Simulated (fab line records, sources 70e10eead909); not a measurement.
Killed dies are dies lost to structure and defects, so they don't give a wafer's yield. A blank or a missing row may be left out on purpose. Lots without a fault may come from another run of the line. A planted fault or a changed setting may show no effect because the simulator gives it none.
fab line records | flow nand_harc
record lots=24 wafers=72 last_day=33
route steps=1302 shown A_STAIRCASE@795 A_SGD_CUT@901
lots that met no fault: from a run of the same line without faults
start_h: hours from the record's first day to the start of the lot's first wafer shown | wait_h: hours since the lot's step before | " the same as in the row above | L1.1+2: a row that stands for several wafers | - no value, or no start given | * or withheld: withheld | < > ~ a bound
route shown NAME@n: a module of which the file shows steps, and the number in the route of the first | usual: mean/standard deviation of fault-free wafers | same: alike in all rows | chamber/n: place in a boat | sites: the reading at each site | _std_site: their standard deviation | _edge_site: outer sites' mean less inner sites' | radius_mm: how far each site lies from the wafer's centre | mask NAME#n: copy n | behind: the tool/chamber that last shaped the wafer | hold: why the lot was held/for how many hours/how that ended | device: the transistor (n, p or np) that didn't switch | end of line: the same wafers' tests at the end of the route | a step without rows: its recipe alone | killed: dies lost to structure and defects at the first sort, not the wafer's yield | map: a wafer's dies, x killed, . not, _ none there
set.NAME: the setting as run; set.NAME@STEP: as run at that earlier step | model.NAME: the simulator's own value behind a step, which no gauge read
steps of the route over a sample of lots; a table a step, a row a wafer
services: from which hour (start_h, from the record's first day; less than 0 if before it) a tool's chamber was out of use, for how many hours, and why
## steps
# step NHARC_A_STAIRCASE_HM_DEP_459
# recipe target_thk_a=15000 temp_c=400 material=aC
# usual throttle_valve_pct=34.999/0.0091
# columns lot.wafer tool chamber start_h wait_h throttle_valve_pct
L074.1 acl_dep-02 0 372.65 1.5 35.005
L074.5 " 0 373.87 2.7 34.991
L074.6 " 0 " " 35.002
L075.1 acl_dep-03 0 383.93 0.1 35.000
L075.2 " 0 " " 35.012
L075.5 " 0 " " 35.005
L076.1 acl_dep-02 0 392.70 1.3 34.983
L076.3 " 0 " " 35.001
L076.5 " 0 " " 34.986
L078.1 acl_dep-03 0 399.54 0.3 34.999
L078.2 " 0 " " 35.005
L078.4 " 0 " " 35.010
L077.1 acl_dep-02 0 411.19 0.1 35.020
L077.2 " 0 " " 34.988
L077.6 " 0 412.74 1.6 34.989
L080.2 acl_dep-01 0 427.05 0.9 35.007
L080.4 " 0 " " 35.012
L080.5 " 0 " " 34.990
L079.2 acl_dep-01 0 428.89 2.3 35.006
L079.3 " 0 " " 34.987
L079.4 " 0 " " 35.004
L081.3 acl_dep-01 0 442.70 4.5 34.985
L081.4 " 0 " " 34.998
L081.6 " 0 " " 35.000
L082.2 acl_dep-01 0 450.20 0.4 35.003
L082.5 " 0 " " 35.014
L082.6 " 0 " " 34.994
L084.1 acl_dep-03 0 469.66 0.1 35.003
L084.4 " 0 " " 34.984
L084.6 " 0 " " 34.997
L083.1 acl_dep-03 0 471.52 0.1 35.001
L083.5 " 0 472.74 1.3 35.003
L083.6 " 0 " " 34.993
L086.1 acl_dep-02 0 481.43 5.0 34.988
L086.2 " 0 " " 34.983
L086.3 " 0 " " 35.006
L085.2 acl_dep-02 0 485.41 6.1 35.017
L085.3 " 0 " " 35.010
L085.5 " 0 " " 34.999
L089.1 acl_dep-02 0 511.28 0.3 34.995
L089.4 " 0 " " 35.002
L089.6 " 0 " " 35.009
L087.3 acl_dep-03 0 516.67 0.7 34.994
L087.4 " 0 " " 34.987
L087.6 " 0 " " 34.985
L088.1 acl_dep-02 0 517.97 1.1 35.019
L088.3 " 0 " " 34.999
L088.6 " 0 " " 35.000
L091.1 acl_dep-02 0 532.48 0.1 35.009
L091.5 " 0 533.71 1.3 34.993
L091.6 " 0 " " 34.997
L090.1 acl_dep-02 0 534.54 0.1 34.984
L090.3 " 0 " " 34.985
L090.6 " 0 " " 35.008
L093.2 acl_dep-03 0 568.24 0.4 34.993
L093.3 " 0 " " 34.999
L093.6 " 0 " " 35.007
L092.1 acl_dep-02 0 569.70 0.1 35.012
L092.3 " 0 " " 35.015
L092.4 " 0 " " 35.003
L095.2 acl_dep-02 0 577.23 1.7 34.988
L095.3 " 0 " " 35.017
L095.6 " 0 " " 35.004
L094.3 acl_dep-03 0 579.29 2.8 35.011
L094.4 " 0 " " 35.001
L094.6 " 0 " " 34.989
L096.3 acl_dep-03 0 594.95 0.7 35.017
L096.4 " 0 " " 34.998
L096.6 " 0 " " 35.000
L097.1 acl_dep-03 0 603.55 0.9 35.010
L097.3 " 0 " " 35.013
L097.6 " 0 " " 35.001
# step NHARC_A_STAIRCASE_STRIP_295
# recipe o2_flow_sccm=500 ar_flow_sccm=0 bias_w=0 chemistry=O2
# usual drypump_motor_current_A=5.8/0.45 oes_product_au=1.002/0.015 rf_vpp_V=57.7/1 showerhead_plenum_p_Torr=3.47/0.15 throttle_valve_pct=17.035/0.0095
# columns lot.wafer tool chamber start_h wait_h drypump_motor_current_A oes_product_au rf_hours_counter_h rf_vpp_V showerhead_plenum_p_Torr throttle_valve_pct
L074.1 rie_diel-10 2 - - 5.6 1.001 39 57.1 3.30 17.043
L074.5 " 3 " " 6.1 0.987 - 55.6 3.53 17.028
L074.6 " 0 " " 6.1 0.995 - 56.5 3.31 17.025
L075.2 rie_diel-10 1 - - 5.2 0.990 41 58.6 3.65 17.040
L075.1 " 0 " " 6.1 0.996 43 56.7 3.31 17.044
L075.5 " 2 " " 5.6 1.002 - 56.4 3.30 17.030
L076.1 rie_diel-04 0 - - 5.3 0.995 9 55.1 3.32 17.047
L076.3 " 1 " " 6.6 1.015 10 58.9 3.61 17.048
L076.5 " 0 " " 5.3 0.999 - 58.3 3.32 17.027
L078.2 rie_diel-10 0 - - 6.2 0.986 50 57.3 3.30 17.037
L078.1 " 1 " " 5.2 1.003 48 58.8 3.65 17.030
L078.4 " 3 " " 6.1 0.984 49 57.1 3.52 17.030
L077.1 rie_diel-04 3 - - 6.6 1.017 18 59.2 3.62 17.046
L077.2 " 0 " " 5.4 0.987 18 56.6 3.32 17.027
L077.6 " 2 " " 5.8 1.025 - 57.3 3.32 17.038
L080.4 rie_diel-05 2 - - 5.6 1.025 5 57.0 3.46 17.036
L080.2 " 0 " " 5.8 1.000 8 58.3 3.58 17.034
L080.5 " 2 " " 5.5 1.031 - 59.0 3.46 17.038
L079.3 rie_diel-04 2 - - 5.8 1.024 24 58.1 3.32 17.034
L079.2 " 0 " " 5.4 0.993 24 55.6 3.31 17.043
L079.4 " 1 " " 6.6 0.993 23 58.4 3.60 17.052
L081.4 rie_diel-10 3 - - 6.1 0.979 4 58.4 3.52 17.059
L081.3 " 0 " " 6.2 0.986 5 57.3 3.30 17.031
L081.6 " 3 " " 6.1 0.983 - 57.4 3.51 17.018
L082.2 rie_diel-10 0 - - 6.2 0.983 8 55.4 3.30 17.038
L082.6 " 0 " " 6.1 0.974 - 56.5 3.30 17.028
L082.5 " 1 " " 5.2 0.997 - 59.2 3.64 17.031
L084.1 rie_diel-10 2 - - 5.6 1.018 13 56.9 3.28 17.011
L084.4 " 1 " " 5.2 0.997 14 57.0 3.63 17.041
L084.6 " 3 " " 6.1 0.991 - 58.3 3.51 17.039
L083.1 rie_diel-04 2 - - 5.8 1.020 36 59.2 3.31 17.039
L083.6 " 0 " " 5.3 0.987 - 57.3 3.31 17.026
L083.5 " 1 " " 6.6 1.010 - 58.1 3.59 17.021
L086.2 rie_diel-10 0 - - 6.1 0.996 20 56.8 3.29 17.018
L086.3 " 2 " " 5.6 1.001 19 58.1 3.28 17.038
L086.1 " 3 " " 6.1 1.010 20 56.7 3.51 17.042
L085.3 rie_diel-05 1 - - 5.1 0.995 24 59.6 3.42 17.033
L085.2 " 3 " " 5.7 0.972 20 58.9 3.76 17.031
L085.5 " 0 " " 5.8 1.008 - 59.2 3.57 17.022
L089.4 rie_diel-10 1 - - 5.2 0.985 27 57.9 3.63 17.037
L089.1 " 2 " " 5.5 1.018 28 56.2 3.28 17.036
L089.6 " 1 " " 5.2 0.991 - 58.1 3.63 17.027
L087.4 rie_diel-05 1 - - 5.1 1.001 32 57.4 3.41 17.018
L087.3 " 2 " " 5.5 1.025 31 57.5 3.44 17.031
L087.6 " 1 " " 5.1 0.995 - 56.6 3.41 17.034
L088.1 rie_diel-04 3 - - 6.6 1.009 51 58.4 3.60 17.038
L088.3 " 1 " " 6.6 1.008 48 56.5 3.59 17.013
L088.6 " 2 " " 5.7 1.029 - 56.8 3.30 17.040
L091.1 rie_diel-10 1 - - 5.2 0.992 33 58.6 3.62 17.027
L091.5 " 1 " " 5.2 0.996 - 58.9 3.62 17.017
L091.6 " 2 " " 5.5 1.023 - 57.6 3.27 17.036
L090.1 rie_diel-05 1 - - 5.1 1.004 37 56.2 3.41 17.038
L090.3 " 2 " " 5.6 1.010 38 56.2 3.44 17.026
L090.6 " 2 " " 5.5 1.022 - 56.1 3.44 17.025
L093.3 rie_diel-04 0 - - 5.3 0.992 9 58.8 3.29 17.041
L093.2 " 2 " " 5.8 0.996 11 56.4 3.30 17.036
L093.6 " 0 " " 5.3 0.993 - 57.2 3.29 17.047
L092.4 rie_diel-05 0 - - 5.8 1.017 48 58.0 3.56 17.046
L092.3 " 1 " " 5.1 1.017 46 55.8 3.41 17.051
L092.1 " 2 " " 5.5 1.027 49 56.8 3.43 17.052
L094.3 rie_diel-05 0 - - 5.8 1.020 53 58.1 3.56 17.031
L094.4 " 2 " " 5.6 1.024 - 56.8 3.43 17.038
L094.6 " 3 " " 5.7 0.975 - 58.7 3.74 17.036
L095.3 rie_diel-10 2 - - 5.6 1.005 51 57.3 3.27 17.045
L095.2 " 0 " " 6.1 0.983 60 55.5 3.27 17.028
L095.6 " 1 " " 5.2 0.994 - 56.7 3.61 17.032
L096.4 rie_diel-04 1 - - 6.6 1.006 21 58.8 3.57 17.031
L096.3 " 2 " " 5.7 0.988 20 58.0 3.29 17.031
L096.6 " 1 " " 6.6 1.006 - 58.7 3.58 17.043
L097.3 rie_diel-05 2 - - 5.6 1.018 3 56.4 3.43 17.028
L097.1 " 0 " " 5.8 1.012 4 57.1 3.55 17.034
L097.6 " 3 " " 5.7 0.984 - 58.1 3.74 17.058
# step NHARC_A_STAIRCASE_ETCH_444
# recipe target_depth_a=2.04e+05 time_s=6800 c4f8_flow_sccm=20 o2_flow_sccm=10 ar_flow_sccm=withheld rf_w=600 bias_w=1000 chemistry=C4F8/O2
# usual oes_product_au=0.937/0.023 rf_vpp_V=805/5.3
# columns lot.wafer tool chamber start_h wait_h oes_product_au rf_hours_counter_h rf_vpp_V
L074.1 rie_diel-05 3 421.38 1.6 0.936 1 816
L074.5 " 0 " " 0.941 - 810
L074.6 " 1 " " 0.960 - 803
L075.2 rie_diel-10 1 435.21 0.5 0.972 2 810
L075.1 " 2 " " 0.989 1 801
L075.5 " 0 " " 0.950 - 801
L076.3 rie_diel-04 0 446.59 0.6 0.901 27 800
L076.1 " 2 " " 0.940 27 800
L076.5 " 3 " " 0.937 - 810
L078.1 rie_diel-05 3 452.70 0.6 0.948 9 814
L078.2 " 0 " " 0.950 14 808
L078.4 " 1 " " 0.957 14 805
L077.2 rie_diel-04 0 469.95 0.6 0.904 37 799
L077.1 " 2 " " 0.941 35 801
L077.6 " 0 " " 0.923 - 799
L080.4 rie_diel-10 3 480.69 0.5 0.932 16 807
L080.2 " 0 " " 0.909 18 798
L080.5 " 3 482.57 2.4 0.922 - 806
L079.2 rie_diel-05 0 492.71 0.5 0.961 24 807
L079.3 " 1 " " 0.971 25 804
L079.4 " 2 " " 0.998 23 802
L081.3 rie_diel-10 3 501.91 0.1 0.923 24 805
L081.4 " 0 " " 0.921 25 799
L081.6 " 3 503.80 1.9 0.927 - 804
L082.2 rie_diel-04 0 507.68 0.1 0.915 45 799
L082.5 " 0 509.59 1.9 0.921 - 798
L082.6 " 1 " " 0.917 - 809
L084.1 rie_diel-10 3 522.63 0.1 0.920 34 808
L084.4 " 1 " " 0.918 29 810
L084.6 " 3 " " 0.923 - 806
L083.1 rie_diel-04 3 528.24 0.1 0.943 54 810
L083.5 " 3 530.13 1.9 0.935 - 809
L083.6 " 0 " " 0.923 - 800
L086.2 rie_diel-10 3 538.49 0.1 0.913 40 806
L086.3 " 1 " " 0.911 35 811
L086.1 " 2 " " 0.937 35 800
L085.3 rie_diel-05 2 538.52 0.1 0.931 35 804
L085.2 " 1 539.95 1.5 0.926 36 804
L085.5 " 3 " " 0.912 - 814
L088.3 rie_diel-04 2 561.95 0.1 0.973 5 799
L088.1 " 1 563.35 1.5 0.976 4 808
L088.6 " 3 " " 0.992 - 809
L087.4 rie_diel-10 1 562.25 0.1 0.907 43 810
L087.3 " 2 " " 0.924 42 797
L087.6 " 1 564.16 2.0 0.913 - 808
L089.4 rie_diel-05 3 562.75 0.5 0.904 44 813
L089.1 " 1 " " 0.922 42 802
L089.6 " 3 " " 0.911 - 813
L091.1 rie_diel-04 0 579.91 0.1 0.901 13 800
L091.6 " 0 581.81 1.9 0.907 - 798
L091.5 " 1 " " 0.942 - 808
L090.3 rie_diel-10 3 580.18 0.2 0.920 57 806
L090.1 " 0 " " 0.919 57 799
L090.6 " 0 582.57 2.6 0.908 - 799
L092.1 rie_diel-04 1 618.72 0.5 0.938 25 809
L092.3 " 2 " " 0.932 25 799
L092.4 " 3 " " 0.934 24 808
L093.2 rie_diel-05 1 619.35 1.0 0.944 7 803
L093.3 " 2 " " 0.988 8 804
L093.6 " 3 " " 0.960 - 813
L094.3 rie_diel-04 3 631.24 0.1 0.944 28 809
L094.4 " 2 632.67 1.5 0.927 29 800
L094.6 " 3 " " 0.938 - 807
L095.3 rie_diel-10 3 640.04 0.7 0.955 12 804
L095.2 " 0 " " 0.941 14 815
L095.6 " 0 642.59 3.2 0.946 - 816
L096.4 rie_diel-10 2 647.80 0.1 0.985 15 816
L096.3 " 3 " " 0.951 17 804
L096.6 " 3 650.16 2.4 0.956 - 806
L097.3 rie_diel-05 2 655.74 0.5 0.955 20 803
L097.1 " 0 " " 0.921 22 808
L097.6 " 1 " " 0.913 - 802
# step NHARC_A_STAIRCASE_CMP_152
# usual edge_zone_pressure_frac=1.000/0.005 motor_current_A=11.5/1.1
# columns lot.wafer tool chamber start_h wait_h edge_zone_pressure_frac motor_current_A
L074.1 cmp-04 3 425.25 0.1 1.002 10.4
L074.5 " 1 " " 0.997 13.2
L074.6 " 2 " " 1.008 11.8
L075.2 cmp-02 0 440.00 0.1 0.995 13.4
L075.1 " 1 " " 1.008 11.5
L075.5 " 2 " " 0.994 12.9
L076.3 cmp-02 0 451.50 0.1 0.998 13.4
L076.1 " 1 " " 1.006 11.7
L076.5 " 3 " " 0.994 11.6
L078.1 cmp-03 3 457.51 0.1 1.004 12.2
L078.2 " 0 " " 1.002 13.0
L078.4 " 1 " " 0.994 11.4
L077.1 cmp-04 1 474.70 0.1 0.998 12.6
L077.2 " 3 " " 1.001 10.3
L077.6 " 2 " " 1.001 12.2
L080.2 cmp-04 3 485.47 0.1 0.997 10.1
L080.4 " 0 " " 1.004 9.5
L080.5 " 0 " " 1.000 10.7
L079.3 cmp-02 2 497.47 0.1 0.998 12.0
L079.4 " 3 " " 1.000 10.9
L079.2 " 0 " " 0.998 13.5
L081.4 cmp-02 1 507.17 0.1 0.998 11.4
L081.3 " 3 " " 1.004 11.0
L081.6 " 2 " " 1.002 12.2
L082.2 cmp-02 1 512.96 0.1 0.993 11.6
L082.5 " 1 " " 1.001 11.9
L082.6 " 2 " " 1.008 11.8
L084.1 cmp-03 3 528.06 0.1 0.994 11.5
L084.4 " 0 " " 0.997 13.3
L084.6 " 2 " " 1.004 10.0
L083.1 cmp-03 3 533.51 0.1 1.000 12.4
L083.6 " 2 " " 1.007 10.2
L083.5 " 3 " " 1.000 12.4
L086.3 cmp-02 2 543.80 0.1 0.993 11.1
L086.1 " 0 " " 0.989 13.5
L086.2 " 1 " " 1.000 11.5
L085.2 cmp-04 1 544.09 0.1 0.999 13.2
L085.3 " 2 " " 0.994 11.7
L085.5 " 3 " " 0.996 10.2
L088.3 cmp-04 3 567.16 0.1 1.003 9.9
L088.1 " 0 " " 0.984 11.1
L088.6 " 3 " " 0.999 10.1
L087.3 cmp-03 0 567.54 0.1 0.995 12.9
L087.4 " 1 " " 1.002 11.2
L087.6 " 0 " " 1.000 12.8
L089.4 cmp-04 2 567.55 0.1 1.004 12.5
L089.1 " 3 " " 0.993 9.6
L089.6 " 2 " " 1.006 11.6
L091.1 cmp-04 1 585.21 0.1 1.008 12.7
L091.5 " 2 " " 0.988 12.2
L091.6 " 3 " " 0.993 10.0
L090.3 cmp-03 1 585.48 0.1 1.001 11.0
L090.1 " 3 " " 1.003 11.5
L090.6 " 2 " " 0.996 9.9
L092.3 cmp-03 1 623.52 0.1 0.996 11.1
L092.1 " 2 " " 1.003 10.2
L092.4 " 0 " " 0.999 12.7
L093.3 cmp-04 0 623.68 0.1 0.996 10.9
L093.2 " 2 " " 1.004 12.0
L093.6 " 3 " " 1.002 9.9
L094.4 cmp-03 0 636.54 0.1 0.998 12.7
L094.3 " 1 " " 1.002 10.7
L094.6 " 3 " " 0.994 11.2
L095.2 cmp-04 0 645.66 0.1 1.005 10.9
L095.3 " 1 " " 1.007 12.9
L095.6 " 1 " " 0.996 12.6
L096.3 cmp-04 2 653.15 0.1 0.998 11.5
L096.4 " 0 " " 1.001 10.8
L096.6 " 1 " " 0.999 12.7
L097.1 cmp-04 0 660.55 0.1 0.994 10.6
L097.3 " 1 " " 0.999 12.9
L097.6 " 3 " " 0.996 10.6
# step NHARC_A_SGD_CUT_CD_MEAS_09
# recipe target_cd_nm=100 landing_energy_ev=500
# usual cd_nm=100.6/0.88
# columns lot.wafer tool chamber start_h wait_h cd_nm
L074.1 cd_sem-02 0 427.81 - 101.0
L074.5 " 0 " " 101.2
L074.6 " 0 " " 100.7
L075.1 cd_sem-01 0 442.47 - 100.3
L075.2 " 0 " " 100.9
L075.5 " 0 " " 101.0
L076.1 cd_sem-02 0 454.10 - 100.4
L076.3 " 0 " " 101.8
L076.5 " 0 " " 100.8
L078.1 cd_sem-01 0 460.25 - 100.0
L078.2 " 0 " " 100.5
L078.4 " 0 " " 99.6
L077.1 cd_sem-01 0 477.21 - 100.3
L077.2 " 0 " " 101.2
L077.6 " 0 " " 100.4
L080.2 cd_sem-03 0 487.98 - 99.2
L080.4 " 0 " " 100.6
L080.5 " 0 " " 98.4
L079.2 cd_sem-01 0 499.97 - 101.0
L079.3 " 0 " " 100.3
L079.4 " 0 " " 101.6
L081.3 cd_sem-03 0 509.62 - 100.8
L081.4 " 0 " " 100.5
L081.6 " 0 " " 100.6
L082.2 cd_sem-03 0 515.55 - 99.2
L082.5 " 0 " " 99.4
L082.6 " 0 " " 99.5
L084.1 cd_sem-02 0 530.56 - 99.4
L084.4 " 0 " " 100.1
L084.6 " 0 " " 99.8
L083.1 cd_sem-01 0 536.04 - 99.5
L083.5 " 0 " " 100.3
L083.6 " 0 " " 100.5
L086.1 cd_sem-03 0 546.81 - 98.8
L086.2 " 0 " " 99.4
L086.3 " 0 " " 99.1
L085.2 cd_sem-01 0 546.98 - 100.3
L085.3 " 0 " " 100.7
L085.5 " 0 " " 101.5
L088.1 cd_sem-03 0 569.69 - 100.4
L088.3 " 0 " " 100.5
L088.6 " 0 " " 100.5
L087.3 cd_sem-01 0 570.08 - 100.2
L087.4 " 0 " " 100.2
L087.6 " 0 " " 100.8
L089.1 cd_sem-03 0 570.25 - 101.3
L089.4 " 0 " " 101.6
L089.6 " 0 " " 100.4
L091.1 cd_sem-03 0 587.67 - 100.6
L091.5 " 0 " " 100.6
L091.6 " 0 " " 102.4
L090.1 cd_sem-02 0 587.98 - 100.5
L090.3 " 0 " " 100.0
L090.6 " 0 " " 101.0
L092.1 cd_sem-03 0 626.05 - 102.4
L092.3 " 0 " " 101.2
L092.4 " 0 " " 100.9
L093.2 cd_sem-03 0 626.36 - 100.3
L093.3 " 0 " " 100.6
L093.6 " 0 " " 99.3
L094.3 cd_sem-02 0 639.08 - 101.1
L094.4 " 0 " " 101.5
L094.6 " 0 " " 101.3
L095.2 cd_sem-02 0 648.15 - 102.0
L095.3 " 0 " " 101.3
L095.6 " 0 " " 101.2
L096.3 cd_sem-03 0 655.66 - 101.2
L096.4 " 0 " " 100.2
L096.6 " 0 " " 101.9
L097.1 cd_sem-03 0 662.92 - 101.7
L097.3 " 0 " " 101.1
L097.6 " 0 " " 100.5
# step NHARC_A_SGD_CUT_OVL_MEAS_10
# usual overlay_x_nm=-0.1/0.67 overlay_y_nm=0.0/0.85
# columns lot.wafer tool chamber start_h wait_h overlay_x_nm overlay_y_nm
L074.1 overlay-02 - 427.90 - 1.7 -0.2
L074.5 " - " " 1.4 -0.6
L074.6 " - " " 1.4 -0.5
L075.1 overlay-01 - 442.56 - -0.7 -0.5
L075.2 " - " " 0.0 -0.2
L075.5 " - " " 0.1 -0.8
L076.1 overlay-02 - 454.20 - 0.2 -0.5
L076.3 " - " " -0.2 0.0
L076.5 " - " " -0.2 -0.2
L078.1 overlay-01 - 460.34 - -0.7 0.1
L078.2 " - " " -0.7 -0.5
L078.4 " - " " -0.5 0.2
L077.1 overlay-01 - 477.30 - -0.5 -0.3
L077.2 " - " " -0.1 -0.2
L077.6 " - " " -0.8 0.0
L080.2 overlay-02 - 488.06 - 0.2 0.3
L080.4 " - " " 0.5 -0.2
L080.5 " - " " 0.5 -0.2
L079.2 overlay-01 - 500.06 - -0.1 -2.0
L079.3 " - " " 0.3 -1.9
L079.4 " - " " 0.3 -1.8
L081.3 overlay-01 - 509.71 - 0.1 1.0
L081.4 " - " " 0.3 1.3
L081.6 " - " " 0.1 0.7
L082.2 overlay-01 - 515.64 - 0.2 1.3
L082.5 " - " " -0.6 1.2
L082.6 " - " " -0.4 1.2
L084.1 overlay-01 - 530.65 - 0.2 1.4
L084.4 " - " " 0.2 1.2
L084.6 " - " " 0.3 1.6
L083.1 overlay-02 - 536.13 - -0.9 -1.1
L083.5 " - " " -0.8 -0.5
L083.6 " - " " -0.7 -0.5
L086.1 overlay-02 - 546.90 - -0.3 1.1
L086.2 " - " " 0.7 1.0
L086.3 " - " " -0.2 0.7
L085.2 overlay-01 - 547.07 - 0.9 1.7
L085.3 " - " " 0.8 1.8
L085.5 " - " " 0.6 1.4
L088.1 overlay-02 - 569.78 - 0.1 -0.5
L088.3 " - " " 0.1 -0.2
L088.6 " - " " -0.1 -0.4
L087.3 overlay-01 - 570.17 - -0.2 0.1
L087.4 " - " " -0.9 0.8
L087.6 " - " " -0.7 0.4
L089.1 overlay-02 - 570.33 - -0.1 0.7
L089.4 " - " " -0.8 0.1
L089.6 " - " " -0.3 -0.1
L091.1 overlay-02 - 587.75 - -0.4 0.6
L091.5 " - " " -0.5 0.0
L091.6 " - " " -1.1 0.9
L090.1 overlay-01 - 588.07 - -1.0 -1.0
L090.3 " - " " -1.0 -0.3
L090.6 " - " " -0.7 -0.5
L092.1 overlay-01 - 626.14 - 0.4 0.2
L092.3 " - " " 0.8 0.6
L092.4 " - " " 0.4 0.5
L093.2 overlay-01 - 626.45 - -0.2 0.1
L093.3 " - " " -0.4 0.3
L093.6 " - " " -0.2 0.7
L094.3 overlay-01 - 639.17 - 0.4 -0.7
L094.4 " - " " 0.0 -0.5
L094.6 " - " " 0.5 -0.6
L095.2 overlay-01 - 648.23 - -0.5 -0.8
L095.3 " - " " -0.4 -1.0
L095.6 " - " " -0.8 -0.2
L096.3 overlay-01 - 655.75 - -1.5 -0.6
L096.4 " - " " -1.7 0.0
L096.6 " - " " -1.4 -0.4
L097.1 overlay-01 - 663.01 - 0.6 -0.2
L097.3 " - " " 0.7 0.1
L097.6 " - " " 0.7 -0.3
## services
# columns tool chamber start_h hours kind
cmp-04 - 348.87 1.3 repair
rie_diel-04 - 355.68 9.0 pm
rie_diel-10 1 362.18 7.1 repair
rie_diel-04 2 384.20 2.6 repair
cmp-04 - 408.97 4.0 pm
rie_diel-05 - 410.51 9.0 pm
rie_diel-10 - 421.86 9.0 pm
cmp-04 - 422.21 1.1 repair
rie_diel-05 3 424.54 4.8 repair
acl_dep-02 - 426.82 13.0 pm
cmp-04 - 450.42 0.9 repair
cmp-04 - 454.88 0.7 repair
cmp-04 - 460.72 1.0 repair
rie_diel-10 1 482.68 6.5 repair
rie_diel-04 3 494.50 4.0 repair
rie_diel-04 - 532.68 9.0 pm
rie_diel-10 2 543.91 4.8 repair
rie_diel-05 - 561.39 0.7 repair
rie_diel-05 1 576.02 10.6 repair
rie_diel-05 - 587.51 9.0 pm
rie_diel-10 - 598.86 9.0 pm
rie_diel-05 - 622.42 1.1 repair
rie_diel-10 0 635.75 1.2 repair
rie_diel-04 - 651.51 0.5 repair
## key
fault none
